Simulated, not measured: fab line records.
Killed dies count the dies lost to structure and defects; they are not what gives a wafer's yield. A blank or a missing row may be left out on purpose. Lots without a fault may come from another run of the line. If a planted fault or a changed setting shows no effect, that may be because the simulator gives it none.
fab line records	flow n5Finfet	part 1 of 2: steps 1 to 19 of 27
record lots=5	wafers=15	lastDay=18
route steps=1938 shown BEOL_M15@1830 PASS1_DEP@1831 MIM_BOT@1832 MIM_TOP@1834 MIM_TOP_LITHO@1839 MIM_TOP_ETCH@1851 MIM_BOT_LITHO@1854
lots untouched by any fault: they come from a run of this same line in which no faults occurred
startH: hours from the record's first day to the start of the lot's first wafer shown	waitH: hours from the lot's prior step to this one	" identical to the entry in the row above	L1.1+2: a row that stands for several wafers	- no value, or no start was given	* or withheld: withheld	< > ~ a bound
route shown NAME@n: names a module that has steps shown in the file, with the first one's number in the route	usual: the fault-free wafers' mean and standard deviation	same: alike in all rows	chamber/n: place in a boat	sites: per-site readings	_std_site: standard deviation of those values	_edge_site: outer sites' mean less inner sites'	radiusMm: how far each site lies from the wafer's centre	mask NAME#n: copy n	behind: the last tool/chamber to shape the wafer	hold: why the lot went on hold/how many hours it stayed there/how the hold came to an end	device: the n, p or np transistor that did not switch	end of line: the route-end tests of the same wafers	a step given without rows: its recipe and nothing more	killed: not the wafer's yield, but the dies lost to structure and defects at the first sort	map: shows each die of a wafer: x if killed, . if not, _ if none is there
set.NAME: setting as actually run; set.NAME@STEP: the setting as run at that earlier step	model.NAME: the simulator's own value behind a step, which no gauge read
lots at selected steps of the route; one table per step, one row per wafer
services: the hour from which a tool's chamber was out of use, counted from the record's first day as startH (under 0 if before that day), plus the number of hours and why
## steps
# step N5_BEOL_M15_RC_MEAS_101
# usual COMB_M10=1.6e-11/3.2e-12	COMB_M11=1.47e-11/2.9e-12	COMB_M12=6.7e-12/1.3e-12	COMB_M13=5.2e-12/1.2e-12	COMB_M14=3.7e-12/6.8e-13	COMB_M15=2.7e-12/5.8e-13	COMB_M5=3.5e-11/6.7e-12	COMB_M6=2.4e-11/4.9e-12	COMB_M7=2.6e-11/6.1e-12	COMB_M8=2.6e-11/5.6e-12	COMB_M9=1.5e-11/3.1e-12	SERP_M10=3.12/0.11	SERP_M11=3.05/0.11	SERP_M12=0.634/0.02	SERP_M13=0.310/0.0076	SERP_M14=0.164/0.0083	SERP_M5=38.8/2.2	SERP_M6=14.0/0.74	SERP_M6_max_site=14.6/0.87	SERP_M7=13.7/0.61	SERP_M8=13.6/0.69	SERP_M9=3.04/0.096
lot.wafer	tool	chamber	startH	waitH	COMB_M10[S/m]	COMB_M11[S/m]	COMB_M12[S/m]	COMB_M13[S/m]	COMB_M14[S/m]	COMB_M15[S/m]	COMB_M5[S/m]	COMB_M6[S/m]	COMB_M7[S/m]	COMB_M8[S/m]	COMB_M9[S/m]	SERP_M10[ohm/um]	SERP_M11[ohm/um]	SERP_M12[ohm/um]	SERP_M13[ohm/um]	SERP_M14[ohm/um]	SERP_M5[ohm/um]	SERP_M6[ohm/um]	SERP_M6_max_site[ohm/um]	SERP_M7[ohm/um]	SERP_M8[ohm/um]	SERP_M9[ohm/um]
L082.2	prober-01	0	314.31	0.2	1.2e-11	1.36e-11	6e-12	3.4e-12	3.6e-12	2.6e-12	3.2e-11	2.1e-11	3.8e-11	2.3e-11	1.9e-11	3.04	3.21	0.612	0.326	0.153	44.0	14.1	14.2	14.1	12.7	3.04
L082.3	"	0	"	"	1.8e-11	1.44e-11	6.7e-12	4.4e-12	3.3e-12	2.9e-12	2.5e-11	1.9e-11	3e-11	2.5e-11	1.8e-11	3.13	3.16	0.627	0.313	0.152	38.9	12.2	12.6	14.1	15.0	3.08
L082.5	"	0	"	"	1.6e-11	1.13e-11	8.4e-12	4.9e-12	3.1e-12	2.4e-12	4.7e-11	2.9e-11	3.9e-11	1.8e-11	2.1e-11	3.25	3.26	0.615	0.322	0.149	38.8	12.6	13.0	14.1	13.3	2.98
L087.1	prober-01	0	344.08	0.0	1.8e-11	1.09e-11	6.5e-12	4e-12	4.7e-12	2.5e-12	2.7e-11	2.5e-11	2e-11	2.9e-11	1.1e-11	2.94	2.93	0.646	0.299	0.153	41.0	13.9	14.3	12.9	13.4	2.87
L087.5	"	0	"	"	1.4e-11	1.72e-11	7e-12	5.9e-12	3.3e-12	3.2e-12	3e-11	2.2e-11	2.5e-11	2.3e-11	1.2e-11	3.20	2.94	0.618	0.308	0.168	39.3	13.8	14.6	13.1	14.4	3.11
L087.6	"	0	"	"	1.7e-11	1.66e-11	6.2e-12	4e-12	3.2e-12	3.6e-12	2.7e-11	2.1e-11	2.2e-11	2.3e-11	1.4e-11	3.10	2.95	0.646	0.311	0.157	42.5	14.7	14.9	13.0	13.4	2.90
L090.4	prober-01	0	362.08	0.5	1.2e-11	1.98e-11	7.4e-12	3e-12	3.4e-12	1.7e-12	3.7e-11	2.6e-11	2.5e-11	2.2e-11	1.2e-11	3.02	2.99	0.654	0.310	0.172	35.7	14.4	15.4	13.5	13.2	2.98
L090.5	"	0	"	"	1.5e-11	1.57e-11	7.2e-12	5.1e-12	3.6e-12	2.3e-12	3.9e-11	3.7e-11	2.4e-11	2.8e-11	1.5e-11	3.12	3.07	0.629	0.304	0.173	37.3	14.0	14.3	13.0	14.1	2.94
L090.6	"	0	"	"	1.4e-11	1.55e-11	8.9e-12	4.2e-12	4.3e-12	3.2e-12	3.6e-11	3.2e-11	2.1e-11	2.1e-11	1.6e-11	3.06	3.28	0.669	0.302	0.169	39.8	13.9	14.1	13.8	13.5	3.10
L095.2	prober-02	0	384.63	0.2	1.3e-11	1.18e-11	5.5e-12	4.3e-12	4.4e-12	2.4e-12	2.5e-11	2.4e-11	3.5e-11	2.6e-11	1.6e-11	3.08	3.07	0.679	0.307	0.178	37.4	14.7	14.9	12.6	12.6	3.07
L095.3	"	0	"	"	1.4e-11	1.76e-11	6.2e-12	4.7e-12	5.2e-12	2.6e-12	2.5e-11	3.1e-11	2.2e-11	1.8e-11	2e-11	3.14	3.05	0.665	0.308	0.166	37.9	14.0	14.6	13.5	13.9	3.01
L095.5	"	0	"	"	1.7e-11	1.41e-11	7e-12	5.2e-12	4.3e-12	2.9e-12	3.5e-11	2.3e-11	1.8e-11	1.9e-11	1.3e-11	3.11	3.05	0.677	0.309	0.152	34.3	13.9	14.4	12.8	13.4	3.10
L096.2	prober-01	0	409.16	0.2	1.7e-11	1.62e-11	5.9e-12	4.2e-12	5.2e-12	1.6e-12	4.7e-11	2.4e-11	2.1e-11	2.4e-11	1.6e-11	3.10	3.00	0.644	0.315	0.163	36.8	13.7	14.4	13.2	15.0	2.83
L096.3	"	0	"	"	1.7e-11	1.55e-11	8.1e-12	3.7e-12	4.5e-12	2e-12	2.6e-11	2.9e-11	2.3e-11	4e-11	1.3e-11	3.42	3.04	0.653	0.319	0.161	39.5	14.5	15.4	12.9	13.2	3.10
L096.5	"	0	"	"	2.3e-11	1.23e-11	6.4e-12	3.6e-12	4.4e-12	2.4e-12	3e-11	2.1e-11	2.9e-11	3.3e-11	1.2e-11	3.20	3.11	0.623	0.320	0.153	35.6	13.3	14.2	12.8	14.7	3.03
# step N5_PASSIVATION_PECVD_00
# recipe material=SiO2	targetThkA=2000	tempC=400	precursor=SiH4/N2O	pressureTorr=2.7	rfW=608	timeS=11.2
# usual heaterPowerW=670/120	showerheadPlenumPTorr=8.24/0.14	throttleValvePct=51.4/1.8
lot.wafer	tool	chamber	startH	waitH	heaterPowerW	showerheadPlenumPTorr	throttleValvePct
L082.2	pecvd-01	0	315.12	0.7	711	8.30	50.9
L082.3	"	1	"	"	544	8.13	49.0
L082.5	"	1	"	"	536	8.12	49.2
L087.1	pecvd-02	1	345.05	0.8	680	8.31	54.3
L087.5	"	0	"	"	632	8.29	52.7
L087.6	"	1	"	"	681	8.32	54.3
L090.4	pecvd-04	0	362.59	0.4	683	8.30	51.7
L090.5	"	2	"	"	917	8.47	50.7
L090.6	"	1	"	"	711	8.21	50.4
L095.2	pecvd-01	0	385.44	0.7	794	8.33	51.3
L095.3	"	0	"	"	809	8.32	51.7
L095.5	"	0	"	"	825	8.32	51.7
L096.2	pecvd-02	2	409.98	0.7	608	7.96	53.2
L096.3	"	0	"	"	609	8.28	52.7
L096.5	"	0	"	"	591	8.27	52.4
# step N5_MIM_BOT_DEGAS_01
# recipe ambient=vacuum	tempC=300	timeS=60
# usual heaterPowerW=445/49
lot.wafer	tool	chamber	startH	waitH	heaterPowerW
L082.2	pvdSputter-01	-	315.34	0.2	463
L082.3	"	-	"	"	445
L082.5	"	-	"	"	484
L087.1	pvdSputter-01	-	345.36	0.3	458
L087.5	"	-	"	"	412
L087.6	"	-	"	"	453
L090.4	pvdSputter-03	-	364.24	1.6	372
L090.5	"	-	"	"	386
L090.6	"	-	"	"	541
L095.2	pvdSputter-03	-	388.37	2.9	427
L095.3	"	-	"	"	532
L095.5	"	-	"	"	360
L096.2	pvdSputter-02	-	410.17	0.2	474
L096.3	"	-	"	"	470
L096.5	"	-	"	"	436
# step N5_MIM_BOT_SPUTTER_00
# recipe material=TiN	targetThkA=350	tempC=200	powerW=3000	chamberPressurePa=0.49996	gas=Ar	reactivePartialPa=0.37997	timeS=89.7
# usual throttleValvePct=29.9/0.82
lot.wafer	tool	chamber	startH	waitH	throttleValvePct
L082.2	pvdSputter-01	-	315.38	0.0	28.9
L082.3	"	-	"	"	30.8
L082.5	"	-	"	"	30.3
L087.1	pvdSputter-01	-	345.40	0.0	30.9
L087.5	"	-	"	"	29.4
L087.6	"	-	"	"	30.8
L090.4	pvdSputter-03	-	364.28	0.0	29.6
L090.5	"	-	"	"	30.8
L090.6	"	-	"	"	29.3
L095.2	pvdSputter-03	-	388.41	0.0	30.1
L095.3	"	-	"	"	29.5
L095.5	"	-	"	"	29.3
L096.2	pvdSputter-02	-	410.21	0.0	31.0
L096.3	"	-	"	"	30.7
L096.5	"	-	"	"	28.9
# step N5_MIM_TOP_ALD_00
# recipe material=Al2O3	targetThkA=*	tempC=withheld	aldPrecursorFamily=TMA	aldCoReactant=O3	pulseTimeS=withheld	purgeTimeS=3	coReactantPurgeTimeS=withheld	coReactantPulseTimeS=3	aldCycles=withheld
# usual precursorPulseHeightRel=0.999/0.019
lot.wafer	tool	chamber	startH	waitH	precursorPulseHeightRel
L082.2	aldHk-01	3	315.49	0.1	1.020
L082.3	"	0	"	"	0.979
L082.5	"	3	"	"	0.991
L087.1	aldHk-03	0	345.50	0.1	0.979
L087.5	"	0	"	"	1.041
L087.6	"	3	"	"	1.024
L090.4	aldHk-01	3	364.38	0.1	1.000
L090.5	"	2	"	"	0.981
L090.6	"	1	"	"	0.977
L095.2	aldHk-01	3	388.52	0.1	1.044
L095.3	"	2	"	"	1.003
L095.5	"	1	"	"	1.033
L096.2	aldHk-01	2	410.31	0.1	1.004
L096.3	"	1	"	"	1.040
L096.5	"	2	"	"	1.001
# step N5_MIM_TOP_ALD_01
# recipe material=HfO2	targetThkA=56	tempC=withheld	aldPrecursorFamily=Hf-amide	aldCoReactant=O3	pulseTimeS=1	purgeTimeS=3	coReactantPurgeTimeS=2	coReactantPulseTimeS=3	aldCycles=62
# usual precursorPulseHeightRel=0.999/0.021
# same aldCycles=62	purgeTimeS=3
lot.wafer	tool	chamber	startH	waitH	precursorPulseHeightRel
L082.2	aldHk-01	3	-	-	1.002
L082.3	"	0	"	"	0.999
L082.5	"	3	"	"	0.994
L087.1	aldHk-03	0	-	-	0.988
L087.5	"	0	"	"	0.979
L087.6	"	3	"	"	1.006
L090.4	aldHk-01	3	-	-	1.000
L090.5	"	2	"	"	0.999
L090.6	"	1	"	"	0.979
L095.2	aldHk-01	3	-	-	1.003
L095.3	"	2	"	"	1.000
L095.5	"	1	"	"	1.030
L096.2	aldHk-01	2	-	-	1.026
L096.3	"	1	"	"	0.997
L096.5	"	2	"	"	1.018
# step N5_MIM_TOP_ALD_02
# recipe material=Al2O3	targetThkA=*	tempC=withheld	aldPrecursorFamily=TMA	aldCoReactant=O3	pulseTimeS=withheld	purgeTimeS=3	coReactantPurgeTimeS=withheld	coReactantPulseTimeS=3	aldCycles=withheld
# usual precursorPulseHeightRel=1.001/0.02
lot.wafer	tool	chamber	startH	waitH	precursorPulseHeightRel
L082.2	aldHk-01	3	-	-	0.998
L082.3	"	0	"	"	1.053
L082.5	"	3	"	"	0.992
L087.1	aldHk-03	0	-	-	1.000
L087.5	"	0	"	"	1.023
L087.6	"	3	"	"	0.965
L090.4	aldHk-01	3	-	-	0.994
L090.5	"	2	"	"	1.010
L090.6	"	1	"	"	1.006
L095.2	aldHk-01	3	-	-	0.994
L095.3	"	2	"	"	1.025
L095.5	"	1	"	"	1.000
L096.2	aldHk-01	2	-	-	1.013
L096.3	"	1	"	"	1.024
L096.5	"	2	"	"	1.001
# step N5_MIM_TOP_DEGAS_04
# recipe ambient=vacuum	tempC=300	timeS=60
# usual heaterPowerW=451/45
lot.wafer	tool	chamber	startH	waitH	heaterPowerW
L082.2	pvdSputter-01	-	316.09	-	495
L082.3	"	-	"	"	416
L082.5	"	-	"	"	489
L087.1	pvdSputter-01	-	346.08	-	411
L087.5	"	-	"	"	457
L087.6	"	-	"	"	410
L090.4	pvdSputter-03	-	365.30	-	393
L090.5	"	-	"	"	372
L090.6	"	-	"	"	428
L095.2	pvdSputter-03	-	389.77	-	367
L095.3	"	-	"	"	514
L095.5	"	-	"	"	365
L096.2	pvdSputter-01	-	413.58	-	483
L096.3	"	-	"	"	458
L096.5	"	-	"	"	418
# step N5_MIM_TOP_SPUTTER_03
# recipe material=TiN	targetThkA=350	tempC=200	powerW=3000	chamberPressurePa=0.49996	gas=Ar	reactivePartialPa=0.37997	timeS=89.7
# usual throttleValvePct=29.8/0.82
lot.wafer	tool	chamber	startH	waitH	throttleValvePct
L082.2	pvdSputter-01	-	316.13	0.0	30.1
L082.3	"	-	"	"	29.6
L082.5	"	-	"	"	30.1
L087.1	pvdSputter-01	-	346.12	0.0	29.4
L087.5	"	-	"	"	29.2
L087.6	"	-	"	"	29.6
L090.4	pvdSputter-03	-	365.34	0.0	30.7
L090.5	"	-	"	"	29.3
L090.6	"	-	"	"	30.0
L095.2	pvdSputter-03	-	389.81	0.0	29.3
L095.3	"	-	"	"	29.5
L095.5	"	-	"	"	29.3
L096.2	pvdSputter-01	-	413.62	0.0	30.1
L096.3	"	-	"	"	30.9
L096.5	"	-	"	"	29.6
# step N5_MIM_TOP_LITHO_HMDS_01
# recipe timeS=60	tempC=120
# usual resistLineTempC=23.00/0.098
lot.wafer	tool	chamber	startH	waitH	resistLineTempC
L082.2	lithoTrack-01	0	316.24	0.1	22.98
L082.3	"	0	"	"	23.01
L082.5	"	0	"	"	23.02
L087.1	lithoTrack-01	0	346.23	0.1	23.08
L087.5	"	0	"	"	22.99
L087.6	"	0	"	"	22.91
L090.4	lithoTrack-02	0	365.45	0.1	23.14
L090.5	"	0	"	"	23.05
L090.6	"	0	"	"	23.00
L095.2	lithoTrack-02	0	389.91	0.1	22.77
L095.3	"	0	"	"	22.80
L095.5	"	0	"	"	22.78
L096.2	lithoTrack-05	0	413.73	0.1	22.82
L096.3	"	0	"	"	22.98
L096.5	"	0	"	"	22.97
# step N5_MIM_TOP_LITHO_COAT_02
# recipe spinRpm=*	resistThkNm=*
# usual resistLineTempC=23.00/0.11
lot.wafer	tool	chamber	startH	waitH	resistLineTempC
L082.2	lithoTrack-01	0	-	-	22.92
L082.3	"	0	"	"	22.81
L082.5	"	0	"	"	23.03
L087.1	lithoTrack-01	0	-	-	23.16
L087.5	"	0	"	"	23.14
L087.6	"	0	"	"	22.96
L090.4	lithoTrack-02	0	-	-	23.21
L090.5	"	0	"	"	23.13
L090.6	"	0	"	"	23.01
L095.2	lithoTrack-02	0	-	-	22.94
L095.3	"	0	"	"	23.25
L095.5	"	0	"	"	23.08
L096.2	lithoTrack-05	0	-	-	23.18
L096.3	"	0	"	"	23.16
L096.5	"	0	"	"	23.23
# step N5_MIM_TOP_LITHO_EBR_04
# recipe solvent=PGMEA	ebrWidthMm=1.5
# usual resistLineTempC=22.99/0.088
lot.wafer	tool	chamber	startH	waitH	resistLineTempC
L082.2	lithoTrack-01	0	-	-	22.93
L082.3	"	0	"	"	22.92
L082.5	"	0	"	"	22.97
L087.1	lithoTrack-01	0	-	-	22.88
L087.5	"	0	"	"	22.89
L087.6	"	0	"	"	22.93
L090.4	lithoTrack-02	0	-	-	23.10
L090.5	"	0	"	"	22.87
L090.6	"	0	"	"	23.07
L095.2	lithoTrack-02	0	-	-	22.94
L095.3	"	0	"	"	22.94
L095.5	"	0	"	"	22.84
L096.2	lithoTrack-05	0	-	-	22.98
L096.3	"	0	"	"	22.90
L096.5	"	0	"	"	22.89
# step N5_MIM_TOP_LITHO_SOFTBAKE_03
# recipe tempC=100	timeS=90
# usual resistLineTempC=23.01/0.11
lot.wafer	tool	chamber	startH	waitH	resistLineTempC
L082.2	lithoTrack-01	0	-	-	22.84
L082.3	"	0	"	"	22.95
L082.5	"	0	"	"	22.94
L087.1	lithoTrack-01	0	-	-	23.18
L087.5	"	0	"	"	23.10
L087.6	"	0	"	"	23.06
L090.4	lithoTrack-02	0	-	-	23.11
L090.5	"	0	"	"	23.02
L090.6	"	0	"	"	23.09
L095.2	lithoTrack-02	0	-	-	23.06
L095.3	"	0	"	"	22.90
L095.5	"	0	"	"	22.82
L096.2	lithoTrack-05	0	-	-	22.95
L096.3	"	0	"	"	22.83
L096.5	"	0	"	"	22.99
# step N5_MIM_TOP_LITHO_EXPOSE_05
# recipe maskId=MIM_TOP	na=0.55	sourceShape=conventional	sigmaOuter=0.8	polarization=unpolarized	targetCdNm=2000	doseMj=20.5
# usual reticleTempC=22.99/0.097
# same na=0.55
lot.wafer	tool	chamber	startH	waitH	mask	reticleTempC
L082.2	krfScanner-02	0	316.35	-	MIM_TOP#0	22.94
L082.3	"	0	"	"	MIM_TOP#0	23.10
L082.5	"	0	"	"	MIM_TOP#0	22.90
L087.1	krfScanner-02	0	346.46	-	MIM_TOP#0	23.10
L087.5	"	0	"	"	MIM_TOP#0	23.04
L087.6	"	0	"	"	MIM_TOP#0	23.05
L090.4	krfScanner-01	0	365.57	-	MIM_TOP#0	22.95
L090.5	"	0	"	"	MIM_TOP#0	22.91
L090.6	"	0	"	"	MIM_TOP#0	23.00
L095.2	krfScanner-02	0	390.03	-	MIM_TOP#0	23.05
L095.3	"	0	"	"	MIM_TOP#0	22.96
L095.5	"	0	"	"	MIM_TOP#0	22.92
L096.2	krfScanner-01	0	413.96	-	MIM_TOP#0	22.99
L096.3	"	0	"	"	MIM_TOP#0	22.99
L096.5	"	0	"	"	MIM_TOP#0	22.92
# step N5_MIM_TOP_LITHO_PEB_06
# recipe pebTempC=withheld	pebTimeS=*
# usual resistLineTempC=*
lot.wafer	tool	chamber	startH	waitH	resistLineTempC
L082.2	lithoTrack-01	0	316.40	0.0	*
L082.3	"	0	"	"	*
L082.5	"	0	"	"	*
L087.1	lithoTrack-02	0	346.52	0.1	*
L087.5	"	0	"	"	*
L087.6	"	0	"	"	*
L090.4	lithoTrack-02	0	365.61	0.0	*
L090.5	"	0	"	"	*
L090.6	"	0	"	"	*
L095.2	lithoTrack-02	0	390.08	0.0	*
L095.3	"	0	"	"	*
L095.5	"	0	"	"	*
L096.2	lithoTrack-01	0	414.02	0.0	*
L096.3	"	0	"	"	*
L096.5	"	0	"	"	*
# step N5_MIM_TOP_LITHO_DEVELOP_07
# recipe developTimeS=60	rinseLiquid=diw	dry=airSpin	devTempC=21
# usual resistLineTempC=22.99/0.11
# same developTimeS=60
lot.wafer	tool	chamber	startH	waitH	resistLineTempC
L082.2	lithoTrack-01	0	-	-	23.10
L082.3	"	0	"	"	23.06
L082.5	"	0	"	"	23.04
L087.1	lithoTrack-02	0	-	-	22.86
L087.5	"	0	"	"	22.87
L087.6	"	0	"	"	22.85
L090.4	lithoTrack-02	0	-	-	23.03
L090.5	"	0	"	"	22.91
L090.6	"	0	"	"	22.97
L095.2	lithoTrack-02	0	-	-	22.76
L095.3	"	0	"	"	22.84
L095.5	"	0	"	"	22.92
L096.2	lithoTrack-01	0	-	-	22.98
L096.3	"	0	"	"	23.04
L096.5	"	0	"	"	22.94
# step N5_MIM_TOP_LITHO_HARDBAKE_09
# recipe tempC=130	timeS=120
# usual resistLineTempC=23.01/0.12
lot.wafer	tool	chamber	startH	waitH	resistLineTempC
L082.2	lithoTrack-01	0	-	-	23.04
L082.3	"	0	"	"	23.03
L082.5	"	0	"	"	23.13
L087.1	lithoTrack-02	0	-	-	23.02
L087.5	"	0	"	"	23.02
L087.6	"	0	"	"	23.04
L090.4	lithoTrack-02	0	-	-	23.11
L090.5	"	0	"	"	23.19
L090.6	"	0	"	"	23.06
L095.2	lithoTrack-02	0	-	-	22.99
L095.3	"	0	"	"	23.17
L095.5	"	0	"	"	23.20
L096.2	lithoTrack-01	0	-	-	22.94
L096.3	"	0	"	"	22.96
L096.5	"	0	"	"	23.12
# step N5_MIM_TOP_LITHO_CD_MEAS_08
# recipe targetCdNm=2000	landingEnergyEv=500	detector=seInlens
# usual cdNm=1997.4/2.6
lot.wafer	tool	chamber	startH	waitH	cdNm
L082.2	cdSem-01	0	316.52	-	1997.9
L082.3	"	0	"	"	1999.0
L082.5	"	0	"	"	1996.7
L087.1	cdSem-03	0	346.64	-	1997.2
L087.5	"	0	"	"	2002.2
L087.6	"	0	"	"	2004.1
L090.4	cdSem-01	0	365.73	-	1999.8
L090.5	"	0	"	"	2000.7
L090.6	"	0	"	"	2002.4
L095.2	cdSem-02	0	390.20	-	1997.1
L095.3	"	0	"	"	1999.3
L095.5	"	0	"	"	1998.0
L096.2	cdSem-02	0	414.14	-	1998.2
L096.3	"	0	"	"	1999.0
L096.5	"	0	"	"	1997.2
# step N5_MIM_TOP_LITHO_OVL_MEAS_11
# recipe pointsPerWafer=44
# usual MIM_TOP_OVL=0/5.7
lot.wafer	tool	chamber	startH	waitH	MIM_TOP_OVL[nm]
L082.2	overlay-02	0	316.55	0.0	1
L082.3	"	0	"	"	0
L082.5	"	0	"	"	4
L087.1	overlay-02	0	346.67	0.0	-2
L087.5	"	0	"	"	-4
L087.6	"	0	"	"	-2
L090.4	overlay-02	0	365.76	0.0	11
L090.5	"	0	"	"	0
L090.6	"	0	"	"	17
L095.2	overlay-01	0	390.23	0.0	0
L095.3	"	0	"	"	-2
L095.5	"	0	"	"	-5
L096.2	overlay-01	0	414.16	0.0	0
L096.3	"	0	"	"	15
L096.5	"	0	"	"	12
